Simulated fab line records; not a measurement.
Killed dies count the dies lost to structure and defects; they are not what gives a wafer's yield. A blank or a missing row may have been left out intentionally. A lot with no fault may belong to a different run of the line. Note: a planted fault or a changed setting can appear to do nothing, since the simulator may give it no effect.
A single fault, viewed from 2 desks + flow n5 finfet + only its own numbers are on each desk; what lay behind them is given at the end

THE DEFECT DESK
What the inspections along the route counted, lot by lot: means of the sampled wafers that have a number. If a lot's mean is further than 4 standard deviations from the usual mean, the lot is out of limits and carries the mark OUT (the distance appears in the brackets).
Columns: A = raw defect count at N5_BEOL_M4_INSPECT_59, usual 69
| lot  | first seen here | A  |
|------|-----------------|----|
| L531 | day 7 19:53     | 83 |
| L532 | day 8 01:16     | 88 |
| L533 | day 8 07:08     | 74 |
| L536 | day 9 12:37     | 79 |
| L544 | day 10 22:16    | 53 |
| L545 | day 11 04:01    | 43 |
| L546 | day 12 00:50    | 63 |
| L552 | day 13 06:26    | 70 |
| L550 | day 13 09:55    | 54 |
| L551 | day 13 13:05    | 47 |
| L553 | day 13 15:15    | 58 |
Finding of this desk: none of the 11 lots has anything out of limits.

THE METROLOGY DESK
What the gauges read for every lot (on any tool): the sampled wafers with a number, averaged. If a lot's mean is further than 4 standard deviations from the usual mean, the lot is out of limits and carries the mark OUT (the distance appears in the brackets).
Columns: A = cd nm at N5_BEOL_M5_CD_MEAS_11, usual 27.91 nm
| lot  | first seen here | A     |
|------|-----------------|-------|
| L531 | day 7 22:31     | 27.94 |
| L532 | day 8 03:59     | 27.81 |
| L533 | day 8 11:15     | 27.67 |
| L536 | day 9 15:21     | 27.69 |
| L544 | day 11 01:34    | 28.17 |
| L545 | day 11 06:31    | 27.72 |
| L546 | day 12 05:01    | 28.07 |
| L552 | day 13 09:34    | 27.83 |
| L550 | day 13 12:48    | 28.06 |
| L551 | day 13 15:49    | 28.01 |
| L553 | day 13 19:20    | 27.92 |
Finding of this desk: none of the 11 lots has anything out of limits.

ALL TOGETHER
The defect desk saw nothing out of limits.
Nothing out of limits was seen by the metrology desk.

WHAT HAD BEEN PUT IN BY THE SIMULATOR
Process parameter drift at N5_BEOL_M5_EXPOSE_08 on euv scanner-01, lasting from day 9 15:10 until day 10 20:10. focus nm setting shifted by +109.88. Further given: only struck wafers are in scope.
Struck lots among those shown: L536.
